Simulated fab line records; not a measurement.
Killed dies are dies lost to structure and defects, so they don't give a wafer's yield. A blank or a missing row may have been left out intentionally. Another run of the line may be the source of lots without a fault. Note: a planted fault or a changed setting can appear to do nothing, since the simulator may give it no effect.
Chamber matching / flow nandHarc / rieDiel-12 running NHARC_A_STAIRCASE_ETCHBACK_422: 4 sister chambers
The step etches the open film in CH3F/O2, target depth 40 nm, time 74.286 s. 4 wafers are shown with their chamber, then 7 later ones without.

## WAFERS WITH THEIR CHAMBER
wafer=L086.5; chamber=3; showerheadPlenumPTorr (Torr)=2.54
wafer=L086.6; chamber=0; showerheadPlenumPTorr (Torr)=2.65
wafer=L088.1; chamber=1; showerheadPlenumPTorr (Torr)=2.51
wafer=L088.2; chamber=2; showerheadPlenumPTorr (Torr)=2.33

## WAFERS MISSING THEIR CHAMBER
wafer=L088.5; showerheadPlenumPTorr (Torr)=2.33
wafer=L088.3; showerheadPlenumPTorr (Torr)=2.64
wafer=L088.4; showerheadPlenumPTorr (Torr)=2.54
wafer=L088.6; showerheadPlenumPTorr (Torr)=2.51
wafer=L097.1; showerheadPlenumPTorr (Torr)=2.32
wafer=L097.3; showerheadPlenumPTorr (Torr)=2.53
wafer=L097.5; showerheadPlenumPTorr (Torr)=2.50

## WHICH CHAMBER EACH ONE RAN IN
wafer=L088.5; from the rows above=2; in truth=2
wafer=L088.3; from the rows above=0; in truth=0
wafer=L088.4; from the rows above=3; in truth=3
wafer=L088.6; from the rows above=1; in truth=1
wafer=L097.1; from the rows above=2; in truth=2
wafer=L097.3; from the rows above=can't be placed: 3 or 1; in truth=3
wafer=L097.5; from the rows above=1; in truth=1
Correct placement for 6 of the 7. Unplaceable from these rows: 1, with the true chamber sitting among the candidates in 1. 0 placed wrongly.
How it was worked out, from the rows above alone: a wafer's distance from a chamber is the root of the sum, over the readings, of the square of ((its reading less the chamber's mean) divided by the reading's scatter). The wafer belongs to the nearest chamber; if the next one is less than 2 further off, it can't be placed. A chamber's mean is the mean of its shown wafers. The scatter: with one shown wafer a chamber, the root of the mean of the squares of how far each hidden wafer lies from its nearest shown one.
